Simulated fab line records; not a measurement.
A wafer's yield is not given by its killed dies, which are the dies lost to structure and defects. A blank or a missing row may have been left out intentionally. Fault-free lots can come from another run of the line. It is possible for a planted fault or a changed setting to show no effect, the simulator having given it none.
The tool behind it: which one? / flow nand_harc / 12 lots with 36 wafers sampled at 6 steps, on a route of 1302 steps

## WHAT THE GAUGES READ, wafer by wafer
NHARC_P_ZERO_WELL_CD_MEAS_24: target cd 720 nm. Usual: cd_nm reads 721.4 nm (standard deviation 2.2).
lot=L906; measured=day 1 22:35; on=cd_sem-02; cd_nm (nm)=721.7 719.9 723.5; flag=
lot=L907; measured=day 2 08:41; on=cd_sem-03; cd_nm (nm)=720.0 720.4 719.1; flag=
lot=L908; measured=day 2 18:28; on=cd_sem-02; cd_nm (nm)=721.9 723.1 720.9; flag=
lot=L909; measured=day 3 04:27; on=cd_sem-02; cd_nm (nm)=720.6 720.2 716.4; flag=
lot=L910; measured=day 3 14:37; on=cd_sem-02; cd_nm (nm)=721.7 723.3 725.4; flag=
lot=L912; measured=day 4 10:49; on=cd_sem-01; cd_nm (nm)=718.0 719.5 718.5; flag=
lot=L914; measured=day 5 07:07; on=cd_sem-02; cd_nm (nm)=- - -; flag=OFF
lot=L922; measured=day 8 14:43; on=cd_sem-01; cd_nm (nm)=723.3 720.1 720.9; flag=
lot=L923; measured=day 9 00:35; on=cd_sem-02; cd_nm (nm)=720.7 719.5 720.8; flag=
lot=L925; measured=day 9 20:28; on=cd_sem-02; cd_nm (nm)=720.5 721.2 720.1; flag=
lot=L926; measured=day 10 06:35; on=cd_sem-02; cd_nm (nm)=722.1 723.9 723.1; flag=
lot=L929; measured=day 11 12:23; on=cd_sem-01; cd_nm (nm)=719.9 719.0 724.9; flag=

NHARC_END_SORT_01. Usual: killed_at_array 63, standard deviation 27; killed_at_other 0.7, standard deviation 1.2; killed_at_periphery 3.1, standard deviation 2; killed_dies 67, standard deviation 28; killed_open 3.0, standard deviation 1.9; killed_short 2.2, standard deviation 1.5.
lot=L914; measured=day 27 20:20; on=prober-02; killed_at_array=138 111 113; killed_at_other=1 1 0; killed_at_periphery=538 565 564; killed_dies=677 677 677; killed_open=2 1 0; killed_short=5 1 3; flag=OFF

## WHAT TOOL EACH LOT RAN ON (gives the tool, then ch and the chambers of the sampled wafers, and finally the start)
lot=L906; NHARC_P_ZERO_WELL_ETCH_65=rie_diel-12 ch 1,2,3, day 1 21:29; NHARC_P_ZERO_WELL_EXPOSE_21=krf_scanner-03 ch 0, day 1 22:25; NHARC_P_GATE_DESCUM_13=rie_diel-09 ch 0,2, day 4 10:43; NHARC_P_GATE_HM_DEP_102=acl_dep-03 ch 0, day 4 23:28
lot=L907; NHARC_P_ZERO_WELL_ETCH_65=rie_diel-13 ch 1,2, day 2 07:29; NHARC_P_ZERO_WELL_EXPOSE_21=krf_scanner-02 ch 0, day 2 08:32; NHARC_P_GATE_DESCUM_13=rie_diel-08 ch 1,3, day 5 01:58; NHARC_P_GATE_HM_DEP_102=acl_dep-01 ch 0, day 5 14:29
lot=L908; NHARC_P_ZERO_WELL_ETCH_65=rie_diel-03 ch 0,3, day 2 17:29; NHARC_P_ZERO_WELL_EXPOSE_21=krf_scanner-02 ch 0, day 2 18:19; NHARC_P_GATE_DESCUM_13=rie_diel-10 ch 0,1,2, day 5 01:56; NHARC_P_GATE_HM_DEP_102=acl_dep-03 ch 0, day 5 14:43
lot=L909; NHARC_P_ZERO_WELL_ETCH_65=rie_diel-12 ch 1,2,3, day 3 03:22; NHARC_P_ZERO_WELL_EXPOSE_21=krf_scanner-04 ch 0, day 3 04:18; NHARC_P_GATE_DESCUM_13=rie_diel-10 ch 0,2,3, day 5 16:10; NHARC_P_GATE_HM_DEP_102=acl_dep-02 ch 0, day 6 07:32
lot=L910; NHARC_P_ZERO_WELL_ETCH_65=rie_diel-12 ch 0,3, day 3 13:34; NHARC_P_ZERO_WELL_EXPOSE_21=krf_scanner-04 ch 0, day 3 14:28; NHARC_P_GATE_DESCUM_13=rie_diel-10 ch 0,1,3, day 5 23:46; NHARC_P_GATE_HM_DEP_102=acl_dep-01 ch 0, day 6 12:15
lot=L912; NHARC_P_ZERO_WELL_ETCH_65=rie_diel-12 ch 1,2, day 4 09:39; NHARC_P_ZERO_WELL_EXPOSE_21=krf_scanner-04 ch 0, day 4 10:39; NHARC_P_GATE_DESCUM_13=rie_diel-10 ch 0,2,3, day 6 22:25; NHARC_P_GATE_HM_DEP_102=acl_dep-01 ch 0, day 7 10:53
lot=L914; NHARC_P_ZERO_WELL_ETCH_65=rie_diel-13 ch 1,3, day 5 05:48; NHARC_P_ZERO_WELL_EXPOSE_21=krf_scanner-03 ch 0, day 5 06:57; NHARC_P_GATE_DESCUM_13=-; NHARC_P_GATE_HM_DEP_102=-
lot=L922; NHARC_P_ZERO_WELL_ETCH_65=rie_diel-12 ch 1,2,3, day 8 13:37; NHARC_P_ZERO_WELL_EXPOSE_21=krf_scanner-03 ch 0, day 8 14:34; NHARC_P_GATE_DESCUM_13=rie_diel-08 ch 0,2, day 11 04:22; NHARC_P_GATE_HM_DEP_102=acl_dep-02 ch 0, day 11 20:12
lot=L923; NHARC_P_ZERO_WELL_ETCH_65=rie_diel-13 ch 0,3, day 8 23:29; NHARC_P_ZERO_WELL_EXPOSE_21=krf_scanner-04 ch 0, day 9 00:26; NHARC_P_GATE_DESCUM_13=rie_diel-08 ch 0,1,3, day 11 12:42; NHARC_P_GATE_HM_DEP_102=acl_dep-01 ch 0, day 12 04:24
lot=L925; NHARC_P_ZERO_WELL_ETCH_65=rie_diel-03 ch 2,3, day 9 19:30; NHARC_P_ZERO_WELL_EXPOSE_21=krf_scanner-04 ch 0, day 9 20:19; NHARC_P_GATE_DESCUM_13=rie_diel-10 ch 0,1, day 12 05:28; NHARC_P_GATE_HM_DEP_102=acl_dep-02 ch 0, day 12 18:17
lot=L926; NHARC_P_ZERO_WELL_ETCH_65=rie_diel-12 ch 0,2,3, day 10 05:29; NHARC_P_ZERO_WELL_EXPOSE_21=krf_scanner-03 ch 0, day 10 06:25; NHARC_P_GATE_DESCUM_13=rie_diel-09 ch 1,2, day 12 15:39; NHARC_P_GATE_HM_DEP_102=acl_dep-03 ch 0, day 13 07:29
lot=L929; NHARC_P_ZERO_WELL_ETCH_65=rie_diel-12 ch 0,1,2, day 11 11:25; NHARC_P_ZERO_WELL_EXPOSE_21=krf_scanner-04 ch 0, day 11 12:14; NHARC_P_GATE_DESCUM_13=rie_diel-08 ch 0,1,3, day 13 22:27; NHARC_P_GATE_HM_DEP_102=acl_dep-03 ch 0, day 14 11:01
- NHARC_P_ZERO_WELL_ETCH_65: etches the open film in N2/H2, target depth 80 nm, overetch 24 nm, time 87.88 s.
- NHARC_P_ZERO_WELL_EXPOSE_21: exposes mask P NWELL, target cd 720 nm.
- NHARC_P_GATE_DESCUM_13: chemistry O2, time 3 s.
- NHARC_P_GATE_HM_DEP_102: deposits aC, target thk 120 nm.

## AS READ BY THE TOOLS THEMSELVES (means over the sampled wafers that have a number; for cases with no such wafer, the mark the record gives instead)
NHARC_P_ZERO_WELL_ETCH_65. Usual: drypump_motor_current_A 5.9 A, standard deviation 0.33; mfc_ar_sccm 0.009 sccm, standard deviation 0.012; oes_product_au 1.002 a.u., standard deviation 0.013; rf_vpp_V 430.4 V, standard deviation 2.5; showerhead_plenum_p_Torr 2.04 Torr, standard deviation 0.086; throttle_valve_pct 14.169 %, standard deviation 0.0093.
lot=L906; tool=rie_diel-12; drypump_motor_current_A (A)=5.6; mfc_ar_sccm (sccm)=0.018; oes_product_au (a.u.)=0.993; rf_vpp_V (V)=430.2; showerhead_plenum_p_Torr (Torr)=2.03; throttle_valve_pct (%)=14.168; flag=
lot=L907; tool=rie_diel-13; drypump_motor_current_A (A)=6.4; mfc_ar_sccm (sccm)=0.000; oes_product_au (a.u.)=0.984; rf_vpp_V (V)=428.8; showerhead_plenum_p_Torr (Torr)=1.96; throttle_valve_pct (%)=14.160; flag=
lot=L908; tool=rie_diel-03; drypump_motor_current_A (A)=6.1; mfc_ar_sccm (sccm)=0.000; oes_product_au (a.u.)=1.000; rf_vpp_V (V)=432.4; showerhead_plenum_p_Torr (Torr)=2.09; throttle_valve_pct (%)=14.176; flag=
lot=L909; tool=rie_diel-12; drypump_motor_current_A (A)=5.6; mfc_ar_sccm (sccm)=0.018; oes_product_au (a.u.)=0.985; rf_vpp_V (V)=430.1; showerhead_plenum_p_Torr (Torr)=2.03; throttle_valve_pct (%)=14.181; flag=
lot=L910; tool=rie_diel-12; drypump_motor_current_A (A)=5.9; mfc_ar_sccm (sccm)=0.010; oes_product_au (a.u.)=1.000; rf_vpp_V (V)=432.3; showerhead_plenum_p_Torr (Torr)=2.12; throttle_valve_pct (%)=14.171; flag=
lot=L912; tool=rie_diel-12; drypump_motor_current_A (A)=5.5; mfc_ar_sccm (sccm)=0.023; oes_product_au (a.u.)=1.000; rf_vpp_V (V)=429.4; showerhead_plenum_p_Torr (Torr)=2.00; throttle_valve_pct (%)=14.165; flag=
lot=L914; tool=rie_diel-13; drypump_motor_current_A (A)=6.1; mfc_ar_sccm (sccm)=0.000; oes_product_au (a.u.)=1.002; rf_vpp_V (V)=427.2; showerhead_plenum_p_Torr (Torr)=1.91; throttle_valve_pct (%)=14.165; flag=
lot=L922; tool=rie_diel-12; drypump_motor_current_A (A)=5.6; mfc_ar_sccm (sccm)=0.018; oes_product_au (a.u.)=1.003; rf_vpp_V (V)=430.6; showerhead_plenum_p_Torr (Torr)=2.02; throttle_valve_pct (%)=14.173; flag=
lot=L923; tool=rie_diel-13; drypump_motor_current_A (A)=5.8; mfc_ar_sccm (sccm)=0.006; oes_product_au (a.u.)=1.015; rf_vpp_V (V)=429.3; showerhead_plenum_p_Torr (Torr)=1.99; throttle_valve_pct (%)=14.169; flag=
lot=L925; tool=rie_diel-03; drypump_motor_current_A (A)=6.0; mfc_ar_sccm (sccm)=0.000; oes_product_au (a.u.)=1.019; rf_vpp_V (V)=430.2; showerhead_plenum_p_Torr (Torr)=2.03; throttle_valve_pct (%)=14.166; flag=
lot=L926; tool=rie_diel-12; drypump_motor_current_A (A)=5.7; mfc_ar_sccm (sccm)=0.020; oes_product_au (a.u.)=1.004; rf_vpp_V (V)=431.3; showerhead_plenum_p_Torr (Torr)=2.07; throttle_valve_pct (%)=14.159; flag=
lot=L929; tool=rie_diel-12; drypump_motor_current_A (A)=5.7; mfc_ar_sccm (sccm)=0.013; oes_product_au (a.u.)=1.013; rf_vpp_V (V)=431.1; showerhead_plenum_p_Torr (Torr)=2.02; throttle_valve_pct (%)=14.169; flag=

NHARC_P_GATE_DESCUM_13. Usual: drypump_motor_current_A 5.8 A, standard deviation 0.49; mfc_ar_sccm 0.003 sccm, standard deviation 0.006; oes_product_au 1.000 a.u., standard deviation 0.014; rf_vpp_V 57.8 V, standard deviation 0.97; showerhead_plenum_p_Torr 1.94 Torr, standard deviation 0.098; throttle_valve_pct 11.312 %, standard deviation 0.0086.
lot=L906; tool=rie_diel-09; drypump_motor_current_A (A)=6.1; mfc_ar_sccm (sccm)=0.000; oes_product_au (a.u.)=1.000; rf_vpp_V (V)=57.6; showerhead_plenum_p_Torr (Torr)=1.97; throttle_valve_pct (%)=11.310; flag=
lot=L907; tool=rie_diel-08; drypump_motor_current_A (A)=6.0; mfc_ar_sccm (sccm)=0.007; oes_product_au (a.u.)=1.003; rf_vpp_V (V)=56.8; showerhead_plenum_p_Torr (Torr)=1.88; throttle_valve_pct (%)=11.311; flag=
lot=L908; tool=rie_diel-10; drypump_motor_current_A (A)=5.4; mfc_ar_sccm (sccm)=0.000; oes_product_au (a.u.)=0.995; rf_vpp_V (V)=59.2; showerhead_plenum_p_Torr (Torr)=1.87; throttle_valve_pct (%)=11.316; flag=
lot=L909; tool=rie_diel-10; drypump_motor_current_A (A)=5.4; mfc_ar_sccm (sccm)=0.000; oes_product_au (a.u.)=1.002; rf_vpp_V (V)=57.8; showerhead_plenum_p_Torr (Torr)=1.92; throttle_valve_pct (%)=11.315; flag=
lot=L910; tool=rie_diel-10; drypump_motor_current_A (A)=5.7; mfc_ar_sccm (sccm)=0.000; oes_product_au (a.u.)=1.001; rf_vpp_V (V)=58.6; showerhead_plenum_p_Torr (Torr)=1.90; throttle_valve_pct (%)=11.310; flag=
lot=L912; tool=rie_diel-10; drypump_motor_current_A (A)=5.4; mfc_ar_sccm (sccm)=0.000; oes_product_au (a.u.)=1.010; rf_vpp_V (V)=57.7; showerhead_plenum_p_Torr (Torr)=1.92; throttle_valve_pct (%)=11.316; flag=
lot=L922; tool=rie_diel-08; drypump_motor_current_A (A)=5.9; mfc_ar_sccm (sccm)=0.013; oes_product_au (a.u.)=0.998; rf_vpp_V (V)=58.6; showerhead_plenum_p_Torr (Torr)=2.03; throttle_valve_pct (%)=11.311; flag=
lot=L923; tool=rie_diel-08; drypump_motor_current_A (A)=5.9; mfc_ar_sccm (sccm)=0.010; oes_product_au (a.u.)=0.997; rf_vpp_V (V)=58.3; showerhead_plenum_p_Torr (Torr)=1.96; throttle_valve_pct (%)=11.309; flag=
lot=L925; tool=rie_diel-10; drypump_motor_current_A (A)=5.6; mfc_ar_sccm (sccm)=0.000; oes_product_au (a.u.)=1.006; rf_vpp_V (V)=57.7; showerhead_plenum_p_Torr (Torr)=1.94; throttle_valve_pct (%)=11.321; flag=
lot=L926; tool=rie_diel-09; drypump_motor_current_A (A)=6.2; mfc_ar_sccm (sccm)=0.004; oes_product_au (a.u.)=0.991; rf_vpp_V (V)=58.0; showerhead_plenum_p_Torr (Torr)=1.93; throttle_valve_pct (%)=11.308; flag=
lot=L929; tool=rie_diel-08; drypump_motor_current_A (A)=5.9; mfc_ar_sccm (sccm)=0.010; oes_product_au (a.u.)=0.996; rf_vpp_V (V)=57.8; showerhead_plenum_p_Torr (Torr)=1.96; throttle_valve_pct (%)=11.318; flag=

NHARC_P_GATE_HM_DEP_102. Usual: throttle_valve_pct reads 34.999 % (standard deviation 0.0094).
lot=L906; tool=acl_dep-03; throttle_valve_pct (%)=35.001; flag=
lot=L907; tool=acl_dep-01; throttle_valve_pct (%)=34.997; flag=
lot=L908; tool=acl_dep-03; throttle_valve_pct (%)=34.991; flag=
lot=L909; tool=acl_dep-02; throttle_valve_pct (%)=35.004; flag=
lot=L910; tool=acl_dep-01; throttle_valve_pct (%)=35.003; flag=
lot=L912; tool=acl_dep-01; throttle_valve_pct (%)=34.995; flag=
lot=L922; tool=acl_dep-02; throttle_valve_pct (%)=35.001; flag=
lot=L923; tool=acl_dep-01; throttle_valve_pct (%)=35.004; flag=
lot=L925; tool=acl_dep-02; throttle_valve_pct (%)=35.001; flag=
lot=L926; tool=acl_dep-03; throttle_valve_pct (%)=35.005; flag=
lot=L929; tool=acl_dep-03; throttle_valve_pct (%)=35.004; flag=

## THE ANSWER, worked out from the rows above alone
Rule: a lot is off if the mean of its wafers that have a number lies more than 3 standard deviations from the usual mean. Also off: a lot with no number at a reading for which 4 or more lots have one. Any other lot the step has rows for is counted as sound. First the gauges in route order, then the tools' own readings, where a lot's mean is used as printed above. At the first step where some lot is off, the reading lying furthest off is the one used; lots without a number count as furthest.
Off at NHARC_P_ZERO_WELL_CD_MEAS_24 (cd_nm): L914. Without a number there: L914.
If a tool, at a process step before that reading, ran all the lots that are off and no sound lot after the first of them, it fits. Not tried: the gauges at NHARC_P_ZERO_WELL_CD_MEAS_24; whatever is off there is also off at NHARC_END_SORT_01, on other tools, and gauge error can't account for it. None of those tried fits.

## WHAT THE SIMULATOR PUT IN
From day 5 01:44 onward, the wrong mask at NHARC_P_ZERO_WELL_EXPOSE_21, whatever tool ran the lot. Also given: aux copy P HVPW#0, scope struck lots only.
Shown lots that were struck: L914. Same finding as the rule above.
